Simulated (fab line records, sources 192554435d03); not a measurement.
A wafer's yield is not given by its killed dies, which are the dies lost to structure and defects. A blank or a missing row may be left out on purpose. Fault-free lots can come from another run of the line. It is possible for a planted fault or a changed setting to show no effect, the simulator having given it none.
A struck lot beside a sound one + flow n5Finfet + 24 out of 1938 route steps
Sound: the wafers L188.1, L188.4, L188.5. Struck: wafer L175.1 (left out: L175.2, L175.3 of the same lot, which were not struck); the cause appears at the end.
Per side, at each step with rows, come the tool, then ch with its chambers, and then its first start. Under that, the readings that differ: sound wafers + struck wafers + difference of the means + sigmas: that difference in standard deviations of wafers without a fault.
alike: same words and numbers on both sides, and readings whose means sit less than 2 such deviations apart. not compared: any withheld reading, any reading some wafer has no value for, any bound like >300 that may hide the same value, and any number with overlapping values for which the record gives no deviation.
Wherever a step has rows on one side only, a row that says differs or no value, or a row with sigmas, the two part there. Numbers that have no deviation but don't overlap get no sigmas and don't part them. Lack of a reading on every wafer of one side parts them only where that side has two or more wafers.

first, 9 steps without rows for these wafers: N5_BEOL_M9_ALD_74 (deposits TaN, target thk 2 nm, pulse time 2 s, purge time 3 s); N5_BEOL_M9_SURFACE_TREAT_79; N5_BEOL_M9_CVD_78 (deposits Co from CCTBA/H2, target thk 2 nm, time 138.9 s); N5_BEOL_M9_SPUTTER_48 (material Cu, target thk 12 nm, time 2 s); N5_BEOL_M9_ECD_50 (material Cu, target thk 318 nm); N5_BEOL_M9_ANNEAL_51 (time 90 s); N5_BEOL_M9_CMP_52 (polishes, stops on SiCOH lowk, t overpolish 7 s, target thk 140 nm); N5_BEOL_M9_PRE_CLEAN_55 (time 15 s); N5_BEOL_M9_DEP_56 (deposits SiCN from 3MS/NH3, target thk 15 nm, time 26.5 s).
N5_BEOL_M10_ILD_DEP_00: deposits SiCOH lowk from DEMS/porogen, target thk 308.51 nm, time 58 s.
  sound on pecvd-03 ch 0,1, day 15 06:41; struck on pecvd-03 ch 2, day 12 10:08
| reading            | sound          | struck | difference | sigmas |
|--------------------|----------------|--------|------------|--------|
| showerheadVppV (V) | 1403 1402 1391 | 1305   | -94        | -2     |
  alike: chamberPressureTorr, heaterPowerW, rfFwdPowerW, showerheadPlenumPTorr, throttleValvePct
then, 11 steps without rows for these wafers: N5_BEOL_M10_CURE_71 (cures SiCOH lowk, time 240 s); N5_BEOL_M10_PECVD_70 (deposits SiO2 from TEOS/O2, target thk 20 nm, time 22.7 s); N5_BEOL_M10_HM_DEP_02 (deposits TiN, target thk 20 nm); N5_BEOL_M10_COAT_59 (time 60 s, resist thk 100 nm); N5_BEOL_M10_COAT_60 (time 60 s, resist thk 30 nm); N5_BEOL_M10_COAT_05 (resist thk 90 nm); N5_BEOL_M10_EBR_07; N5_BEOL_M10_SOFTBAKE_06 (time 60 s); N5_BEOL_M10_EXPOSE_08 (exposes mask M10); N5_BEOL_M10_PEB_09 (peb time 60 s); N5_BEOL_M10_DEVELOP_10 (develop time 30 s).
N5_BEOL_M10_INSPECT_13: inspects for defects (brightfield).
  sound on defectInspect-02, day 15 08:37; struck on defectInspect-01, day 12 12:39
| reading        | sound       | struck | difference | sigmas |
|----------------|-------------|--------|------------|--------|
| rawDefectCount | 332 303 349 | 867    | +539       | +6     |
then, 1 step without rows for these wafers: N5_BEOL_M10_DESCUM_16 (chemistry O2, time 7.9 s).
-- record jumps: 2 days separate the struck wafers' starts on either side; left off in module BEOL_M10, taken up again in module PASSIVATION, whose first shown step is the route's number 1936 --
N5_PASSIVATION_PROBE_49:
  sound on prober-02, day 18 00:58; struck on prober-02, day 14 22:05
| reading                 | sound          | struck | difference | sigmas |
|-------------------------|----------------|--------|------------|--------|
| defectLimitedYield (%)  | 91.1 92.1 91.4 | 83.1   | -8.4       | -6     |
| killed_at_M4_up         | 17 15 18       | 125    | +108       | +20    |
| killedDies              | 105 93 101     | 199    | +99        | +6     |
| sort_bin_5_function (%) | 5.3 4.4 4.7    | 10.3   | +5.5       | +6     |
| sortNPass               | 1075 1087 1079 | 981    | -99        | -6     |
| sortYieldPct (%)        | 91.1 92.1 91.4 | 83.1   | -8.4       | -6     |
  alike: killed_at_M0_to_M3, killedAtContacts, killedAtFrontEnd, killedAtOther, killedOnRim, killedOpen, killedShort, sort_bin_6_memory

## WHERE THEY PART
Earliest at N5_BEOL_M10_ILD_DEP_00; latest, in this record, at N5_PASSIVATION_PROBE_49.

WHY: the cause the simulator had injected
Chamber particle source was pecvd-03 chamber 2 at N5_BEOL_M10_ILD_DEP_00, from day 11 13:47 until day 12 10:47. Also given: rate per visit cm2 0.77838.
